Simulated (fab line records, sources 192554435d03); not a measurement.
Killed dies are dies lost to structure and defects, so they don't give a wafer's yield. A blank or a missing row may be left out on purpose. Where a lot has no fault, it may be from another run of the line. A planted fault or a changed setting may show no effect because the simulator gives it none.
fab line records -- flow n5-finfet
record lots=4, wafers=12, last-day=17
route steps=1938 shown SDB@349 BEOL_M4@1111 PASSIVATION@1936
lots untouched by any fault: they come from a run of this same line in which no faults occurred
start-h: hours from the record's first day to the start of the lot's first wafer shown -- wait-h: hours elapsed since this lot's preceding step -- " unchanged from the row above -- L1.1+2: a row that stands for several wafers -- - no value, or no start given -- * or withheld: withheld -- < > ~ a bound
route shown NAME@n: NAME is a module with steps in the file, n the number in the route of the first one -- usual: mean and standard deviation over wafers with no fault -- same: alike in all rows -- chamber/n: place in a boat -- sites: the reading at each site -- _std_site: standard deviation across them -- _edge_site: outer sites' mean less inner sites' -- radius-mm: for every site, how far away it sits from the centre of the wafer -- mask NAME#n: copy n -- behind: the last tool/chamber to shape the wafer -- hold: the reason the lot was held/the length of the hold in hours/how it ended -- device: the transistor (n, p or np) that didn't switch -- end of line: tests run on the same wafers once the route is complete -- step lacking rows: just its recipe -- killed: not the wafer's yield, but the dies lost to structure and defects at the first sort -- map: a wafer's dies, marking killed ones x, the rest . and places with no die _
set.NAME: the setting the step ran with; set.NAME@STEP: the setting that earlier step ran with -- model.NAME: the simulator's own value behind a step, which no gauge read
lots at selected steps of the route; one table per step, one row per wafer
services: a tool's chamber out of use, with start hour (start-h, from the record's first day; less than 0 if before it), hours out, and reason
## steps
# step N5_SDB_COAT_04
# recipe resist=SiARC, temp-c=220, time-s=60, spin-rpm=1500, resist-thk-nm=18
# step N5_SDB_COAT_05
# recipe resist=CAR-ArF, spin-rpm=1500, resist-thk-nm=90
# step N5_SDB_EBR_07
# recipe solvent=PGMEA, ebr-width-mm=1.5
# step N5_SDB_SOFTBAKE_06
# recipe temp-c=110, time-s=60, resist=CAR-ArF
# step N5_SDB_EXPOSE_08
# recipe mask-id=SDB, na=1.35, source-shape=conventional, sigma-outer=0.5, polarization=unpolarized, dose-mj=49.6
# step N5_SDB_PEB_09
# recipe peb-temp-c=withheld, peb-time-s=60, resist=CAR-ArF
# step N5_SDB_DEVELOP_10
# recipe develop-time-s=30, developer=TMAH, resist=CAR-ArF, rinse-liquid=diw, dry=air-spin, dev-temp-c=23
# step N5_SDB_DESCUM_16
# recipe chemistry=O2, time-s=7.9, source-power-w=50, bias-power-w=20, pressure-mtorr=20, rf-frequency-hz=2.712e+07, temp-c=40, resist=CAR-ArF, o2-flow-sccm=225
# step N5_SDB_ETCH_17
# recipe chemistry=CF4, target=SiARC, target-depth-a=234, mask-material=CAR-ArF, time-s=39, ion-energy-ev=80, pressure-mtorr=40, source-w=545, bias-w=36, Ar_flow_sccm=100, cf4-flow-sccm=100, ends=cleared
# step N5_SDB_ETCH_18
# recipe chemistry=N2/H2, target=SOC, target-depth-a=1000, overetch-a=200, mask-material=SiARC, temp-c=40, time-s=150, ion-energy-ev=200, pressure-mtorr=30, source-w=840, bias-w=150, n2-flow-sccm=200, h2-flow-sccm=200
# usual bias-w=150.0/0.41, chamber-pressure-mTorr=29.998/0.027, drypump-motor-current-A=5.4/0.4, oes-product-au=0.72/0.075, rf-vpp-V=525.2/2, showerhead-plenum-p-Torr=2.59/0.064, throttle-valve-pct=17.83/0.24
lot.wafer,tool,chamber,start-h,wait-h,bias-w,chamber-pressure-mTorr,drypump-motor-current-A,oes-product-au,rf-hours-counter-h,rf-vpp-V,showerhead-plenum-p-Torr,throttle-valve-pct,model.CAR-ArF_of_SDB_COAT_05.thk-nm,model.SiARC_of_SDB_COAT_04.thk-nm
L460.1,rie-diel-02,3,119.90,0.0,150.4,29.970,5.1,0.68,153,526.7,2.65,17.71,0,12.8
L460.4,rie-diel-02,1,119.90,0.0,149.4,29.999,4.7,0.75,-,525.7,2.57,17.98,0,12.8
L460.5,rie-diel-02,2,119.90,0.0,149.9,29.975,5.5,0.68,-,523.4,2.53,17.68,0,12.8
L469.1,rie-diel-02,2,172.81,0.0,-,-,-,-,-,-,-,-,67.2,17.8
L469.3,rie-diel-02,0,172.81,0.0,-,-,-,-,-,-,-,-,67.2,17.8
L469.4,rie-diel-02,1,172.81,0.0,-,-,-,-,-,-,-,-,66.8,17.8
L470.2,rie-diel-04,0,181.46,0.0,-,-,-,-,-,-,-,-,67.2,18
L470.4,rie-diel-04,1,181.46,0.0,-,-,-,-,-,-,-,-,66.8,18
L470.5,rie-diel-04,1,181.46,0.0,-,-,-,-,-,-,-,-,67.2,18
L472.1,rie-diel-04,2,192.78,0.0,149.0,29.947,5.4,0.76,71,525.4,2.58,17.87,0,12.8
L472.4,rie-diel-04,0,192.78,0.0,150.3,29.988,5.8,0.63,226,523.5,2.50,17.90,0,12.8
L472.5,rie-diel-04,3,192.78,0.0,149.8,29.958,5.6,0.75,-,525.2,2.58,17.76,0,12.6
# step N5_SDB_STRIP_19
# recipe chemistry=N2/H2, temp-c=40, n2-flow-sccm=200, h2-flow-sccm=200, rf-frequency-hz=6e+07
# step N5_SDB_STRIP_21
# recipe chemistry=CF4, resist=SiARC, power-w=300, bias-power-w=75, pressure-mtorr=50, cf4-flow-sccm=150, rf-frequency-hz=6e+07
# step N5_SDB_HM_OPEN_20
# recipe chemistry=CH3F/O2, target=SiNx, mask-material=SOC, target-depth-a=240, stop-on=poly-Si, over-etch-frac=0.4, ion-energy-ev=120, pressure-mtorr=30, source-w=395, bias-w=73, Ar_flow_sccm=150, CH3F_flow_sccm=30, O2_flow_sccm=20
# usual CH3F_flow_sccm=30.01/0.1, drypump-motor-current-A=5.4/0.4, oes_o_777_au=0.81/0.084, oes-product-au=0.66/0.07, rf-vpp-V=298/3.9, showerhead-plenum-p-Torr=2.03/0.05, throttle-valve-pct=16.35/0.21
lot.wafer,tool,chamber,start-h,wait-h,CH3F_flow_sccm,drypump-motor-current-A,oes_o_777_au,oes-product-au,rf-hours-counter-h,rf-vpp-V,showerhead-plenum-p-Torr,throttle-valve-pct
L460.1,rie-diel-02,3,120.06,0.0,29.98,5.1,0.76,0.62,153,298,2.08,16.29
L460.4,rie-diel-02,1,120.06,0.0,30.16,4.7,0.83,0.67,-,298,2.03,16.51
L460.5,rie-diel-02,2,120.06,0.0,29.97,5.5,0.74,0.61,-,303,2.00,16.28
L469.1,rie-diel-02,2,173.18,0.0,30.10,5.5,0.72,0.26,178,303,1.99,16.27
L469.3,rie-diel-02,0,173.18,0.0,30.00,5.7,0.71,0.26,219,299,2.05,16.71
L469.4,rie-diel-02,1,173.18,0.0,30.10,4.7,0.82,0.31,92,297,2.02,16.50
L470.2,rie-diel-04,0,181.62,0.0,30.15,5.8,0.71,0.26,223,295,1.97,16.50
L470.4,rie-diel-04,1,181.62,0.0,30.06,5.4,0.89,0.33,34,293,1.95,16.15
L470.5,rie-diel-04,1,181.62,0.0,30.12,5.4,0.89,0.33,-,291,1.95,16.16
L472.1,rie-diel-04,2,192.94,0.0,30.09,5.4,0.86,0.70,72,293,2.03,16.31
L472.4,rie-diel-04,0,192.94,0.0,29.87,5.7,0.70,0.59,226,294,1.97,16.54
L472.5,rie-diel-04,3,192.94,0.0,29.91,5.6,0.86,0.71,-,296,2.03,16.30
# step N5_SDB_STRIP_22
# recipe chemistry=N2/H2, power-w=1000, temp-c=250, h2-frac=0.65, overash-fraction=0.3, pressure-mtorr=withheld, n2-flow-sccm=1750, h2-flow-sccm=3250
# step N5_BEOL_M4_RC_MEAS_101
# usual DIBL_N=36.2/1.2, DIBL_P=36.3/1.3, IOFF_N=0.155/0.019, IOFF_P=0.210/0.029, ION_N=677/8.6, ION_P=465/6.8, SS_N=71.4/0.48, SS_P=73.2/0.53, VT_N=249.9/2.4, VT_P=-250/3.2
lot.wafer,tool,chamber,start-h,wait-h,DIBL_N[mV/V],DIBL_P[mV/V],IOFF_N[nA/um],IOFF_P[nA/um],ION_N[uA/um],ION_P[uA/um],SS_N[mV/dec],SS_P[mV/dec],VT_N[mV],VT_P[mV]
L460.1,prober-01,0,224.71,0.0,35.5,35.7,0.157,0.227,673,466,71.4,73.1,249.2,-245
L460.4,prober-01,0,224.71,0.0,36.1,37.2,0.177,0.255,683,477,71.6,73.7,248.7,-246
L460.5,prober-01,0,224.71,0.0,36.0,36.2,0.164,0.232,676,465,70.9,73.2,249.0,-246
L472.1,prober-02,0,308.00,0.0,36.2,34.6,0.127,0.179,657,455,71.8,72.6,254.6,-251
L472.4,prober-02,0,308.00,0.0,38.5,38.3,0.184,0.237,684,466,72.1,73.5,246.3,-250
L472.5,prober-02,0,308.00,0.0,36.4,34.6,0.132,0.179,663,458,70.8,71.6,250.5,-254
# step N5_PASSIVATION_PROBE_49
# usual defect-limited-yield=91.2/1.4, killed_at_M0_to_M3=34/10, killed_at_M4_up=13/5.1, killed-at-contacts=12/6.5, killed-at-front-end=41/11, killed-at-other=4/3.3, killed-dies=104/16, killed-on-rim=14/3.9, killed-open=69/13, killed-short=33/7, sort_bin_5_function=5.1/0.91, sort_bin_6_memory=3.3/0.69, sort-n-pass=1076/16, sort-yield-pct=91.2/1.4
# same gross-dies=1180, killed-at-back-side=0, sort_bin_4_leakage[%]=0, sort_bin_8_speed[%]=0
lot.wafer,tool,chamber,start-h,wait-h,defect-limited-yield[%],killed_at_M0_to_M3,killed_at_M4_up,killed-at-contacts,killed-at-front-end,killed-at-other,killed-dies,killed-on-rim,killed-open,killed-short,sort_bin_5_function[%],sort_bin_6_memory[%],sort-n-pass,sort-yield-pct[%]
L469.1,prober-02,-,385.87,0.0,0,36,17,6,1120,1,1180,152,71,35,96.2,3.3,0,0
L469.3,prober-02,-,385.97,0.1,0,27,15,6,1127,5,1180,152,47,26,97.4,2.5,0,0
L469.4,prober-02,-,386.02,0.2,0,34,22,5,1115,4,1180,152,78,30,96.1,3.3,0,0
L470.2,prober-01,-,386.78,0.1,0,22,13,4,1139,2,1180,152,70,31,96.3,3.6,0,0
L470.4,prober-01,-,386.88,0.2,0,26,7,5,1138,4,1180,152,71,29,97.0,2.7,0,0
L470.5,prober-01,-,386.93,0.2,0,20,15,3,1142,0,1180,152,76,34,96.1,3.3,0,0
# killed by level:class
L469.1 SDB:area-etch=1074 STI_FIN_REVEAL:geometric-particle:open=10 FIN_SAQP:geometric-particle:short=9 FIN_SAQP:geometric-particle:open=8 BEOL_M1:geometric-particle:open=8 BEOL_M3:geometric-particle:open=7 BEOL_M4:geometric-particle:open=7 BEOL_M2:geometric-particle:open=6
L469.3 SDB:area-etch=1105 BEOL_M3:geometric-particle:open=10 FIN_SAQP:geometric-particle:short=8 BEOL_M4:geometric-particle:open=7 STI_FIN_REVEAL:geometric-particle:open=4 BEOL_M2:geometric-particle:open=4 MOL_CONTACT_COAG:geometric-particle:short=3 MOL_CONTACT_COAG:geometric-particle:open=3
L469.4 SDB:area-etch=1070 BEOL_M4:geometric-particle:open=14 STI_FIN_REVEAL:geometric-particle:open=13 FIN_SAQP:geometric-particle:open=9 BEOL_M3:geometric-particle:open=8 FIN_SAQP:geometric-particle:short=7 BEOL_M0:geometric-particle:open=5 ILD0:geometric-particle:short=4
L470.2 SDB:area-etch=1079 STI_FIN_REVEAL:geometric-particle:open=15 BEOL_M2:geometric-particle:open=10 FIN_SAQP:geometric-particle:short=9 FIN_SAQP:geometric-particle:open=9 DUMMY_GATE:geometric-particle:open=7 MOL_CONTACT_COAG:geometric-particle:open=4 STARTING-WAFER:geometric-particle:short=4
L470.4 SDB:area-etch=1080 STI_FIN_REVEAL:geometric-particle:open=16 FIN_SAQP:geometric-particle:open=12 FIN_SAQP:geometric-particle:short=6 GATE_CUT:geometric-particle:open=6 GATE_CUT:geometric-particle:short=6 BEOL_M1:geometric-particle:open=6 BEOL_M3:geometric-particle:open=5
L470.5 SDB:area-etch=1070 STI_FIN_REVEAL:geometric-particle:open=22 FIN_SAQP:geometric-particle:open=12 FIN_SAQP:geometric-particle:short=8 DUMMY_GATE:geometric-particle:open=6 GATE_CUT:geometric-particle:short=6 STI_FIN_REVEAL:geometric-particle:short=5 BEOL_M4:geometric-particle:short=5
# map L469.1 (x killed, . not)
_________________xxxxxxxxxxxx________________
______________xxxxxxxxxxxxxxxxxx_____________
___________xxxxxxxxxxxxxxxxxxxxxxxx__________
__________xxxxxxxxxxxxxxxxxxxxxxxxxx_________
________xxxxxxxxxxxxxxxxxxxxxxxxxxxxxx_______
_______xxxxxxxxxxxxxxxxxxxxxxxxxxxxxxxx______
______xxxxxxxxxxxxxxxxxxxxxxxxxxxxxxxxxx_____
_____xxxxxxxxxxxxxxxxxxxxxxxxxxxxxxxxxxxx____
____xxxxxxxxxxxxxxxxxxxxxxxxxxxxxxxxxxxxxx___
___xxxxxxxxxxxxxxxxxxxxxxxxxxxxxxxxxxxxxxxx__
___xxxxxxxxxxxxxxxxxxxxxxxxxxxxxxxxxxxxxxxx__
__xxxxxxxxxxxxxxxxxxxxxxxxxxxxxxxxxxxxxxxxxx_
__xxxxxxxxxxxxxxxxxxxxxxxxxxxxxxxxxxxxxxxxxx_
_xxxxxxxxxxxxxxxxxxxxxxxxxxxxxxxxxxxxxxxxxxxx
_xxxxxxxxxxxxxxxxxxxxxxxxxxxxxxxxxxxxxxxxxxxx
_xxxxxxxxxxxxxxxxxxxxxxxxxxxxxxxxxxxxxxxxxxxx
_xxxxxxxxxxxxxxxxxxxxxxxxxxxxxxxxxxxxxxxxxxxx
_xxxxxxxxxxxxxxxxxxxxxxxxxxxxxxxxxxxxxxxxxxxx
_xxxxxxxxxxxxxxxxxxxxxxxxxxxxxxxxxxxxxxxxxxxx
_xxxxxxxxxxxxxxxxxxxxxxxxxxxxxxxxxxxxxxxxxxxx
_xxxxxxxxxxxxxxxxxxxxxxxxxxxxxxxxxxxxxxxxxxxx
__xxxxxxxxxxxxxxxxxxxxxxxxxxxxxxxxxxxxxxxxxx_
__xxxxxxxxxxxxxxxxxxxxxxxxxxxxxxxxxxxxxxxxxx_
___xxxxxxxxxxxxxxxxxxxxxxxxxxxxxxxxxxxxxxxx__
___xxxxxxxxxxxxxxxxxxxxxxxxxxxxxxxxxxxxxxxx__
____xxxxxxxxxxxxxxxxxxxxxxxxxxxxxxxxxxxxxx___
_____xxxxxxxxxxxxxxxxxxxxxxxxxxxxxxxxxxxx____
______xxxxxxxxxxxxxxxxxxxxxxxxxxxxxxxxxx_____
_______xxxxxxxxxxxxxxxxxxxxxxxxxxxxxxxx______
________xxxxxxxxxxxxxxxxxxxxxxxxxxxxxx_______
__________xxxxxxxxxxxxxxxxxxxxxxxxxx_________
___________xxxxxxxxxxxxxxxxxxxxxxxx__________
______________xxxxxxxxxxxxxxxxxx_____________
_________________xxxxxxxxxxxx________________
# map L470.2 (x killed, . not)
_________________xxxxxxxxxxxx________________
______________xxxxxxxxxxxxxxxxxx_____________
___________xxxxxxxxxxxxxxxxxxxxxxxx__________
__________xxxxxxxxxxxxxxxxxxxxxxxxxx_________
________xxxxxxxxxxxxxxxxxxxxxxxxxxxxxx_______
_______xxxxxxxxxxxxxxxxxxxxxxxxxxxxxxxx______
______xxxxxxxxxxxxxxxxxxxxxxxxxxxxxxxxxx_____
_____xxxxxxxxxxxxxxxxxxxxxxxxxxxxxxxxxxxx____
____xxxxxxxxxxxxxxxxxxxxxxxxxxxxxxxxxxxxxx___
___xxxxxxxxxxxxxxxxxxxxxxxxxxxxxxxxxxxxxxxx__
___xxxxxxxxxxxxxxxxxxxxxxxxxxxxxxxxxxxxxxxx__
__xxxxxxxxxxxxxxxxxxxxxxxxxxxxxxxxxxxxxxxxxx_
__xxxxxxxxxxxxxxxxxxxxxxxxxxxxxxxxxxxxxxxxxx_
_xxxxxxxxxxxxxxxxxxxxxxxxxxxxxxxxxxxxxxxxxxxx
_xxxxxxxxxxxxxxxxxxxxxxxxxxxxxxxxxxxxxxxxxxxx
_xxxxxxxxxxxxxxxxxxxxxxxxxxxxxxxxxxxxxxxxxxxx
_xxxxxxxxxxxxxxxxxxxxxxxxxxxxxxxxxxxxxxxxxxxx
_xxxxxxxxxxxxxxxxxxxxxxxxxxxxxxxxxxxxxxxxxxxx
_xxxxxxxxxxxxxxxxxxxxxxxxxxxxxxxxxxxxxxxxxxxx
_xxxxxxxxxxxxxxxxxxxxxxxxxxxxxxxxxxxxxxxxxxxx
_xxxxxxxxxxxxxxxxxxxxxxxxxxxxxxxxxxxxxxxxxxxx
__xxxxxxxxxxxxxxxxxxxxxxxxxxxxxxxxxxxxxxxxxx_
__xxxxxxxxxxxxxxxxxxxxxxxxxxxxxxxxxxxxxxxxxx_
___xxxxxxxxxxxxxxxxxxxxxxxxxxxxxxxxxxxxxxxx__
___xxxxxxxxxxxxxxxxxxxxxxxxxxxxxxxxxxxxxxxx__
____xxxxxxxxxxxxxxxxxxxxxxxxxxxxxxxxxxxxxx___
_____xxxxxxxxxxxxxxxxxxxxxxxxxxxxxxxxxxxx____
______xxxxxxxxxxxxxxxxxxxxxxxxxxxxxxxxxx_____
_______xxxxxxxxxxxxxxxxxxxxxxxxxxxxxxxx______
________xxxxxxxxxxxxxxxxxxxxxxxxxxxxxx_______
__________xxxxxxxxxxxxxxxxxxxxxxxxxx_________
___________xxxxxxxxxxxxxxxxxxxxxxxx__________
______________xxxxxxxxxxxxxxxxxx_____________
_________________xxxxxxxxxxxx________________
## services
tool,chamber,start-h,hours,kind
rie-diel-02,0,113.52,7.3,repair
rie-diel-02,1,137.28,9.5,repair
rie-diel-04,3,144.66,14.2,repair
rie-diel-02,-,159.50,1.4,repair
## key
first-sign step=N5_SDB_ETCH_18, reading=tool-record, direction=missing
effect step=N5_SDB_HM_OPEN_20, reading=oes-product-au, direction=down, sigmas=5.3, usual=0.66, struck=0.29
effect step=N5_PASSIVATION_PROBE_49, reading=sort_bin_5_function, direction=up, sigmas=99+, usual=5.1, struck=96.5
model-effect step=N5_SDB_ETCH_18, value=CAR-ArF_of_SDB_COAT_05.thk-nm, without=0, struck=67.07
more-kills-born-at N5_SDB_ETCH_18@rie-diel-02=3249, N5_SDB_ETCH_18@rie-diel-04=3229
met-at N5_SDB_ETCH_18
struck-wafers L469.1,L469.3,L469.4,L470.2,L470.4,L470.5
later-rows-left-out L469.1,L469.3,L469.4,L470.2,L470.4,L470.5
onset-between 119.90 172.81
fault kind=skipped-step-whole, tool=rie-diel-02,rie-diel-04, chamber=-, onset-h=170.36, steps=N5_SDB_ETCH_18, scope=struck-lots-only
# later-rows-left-out: the simulator's readings of these wafers behind a module that went badly wrong aren't trusted and aren't shown, but for the sort
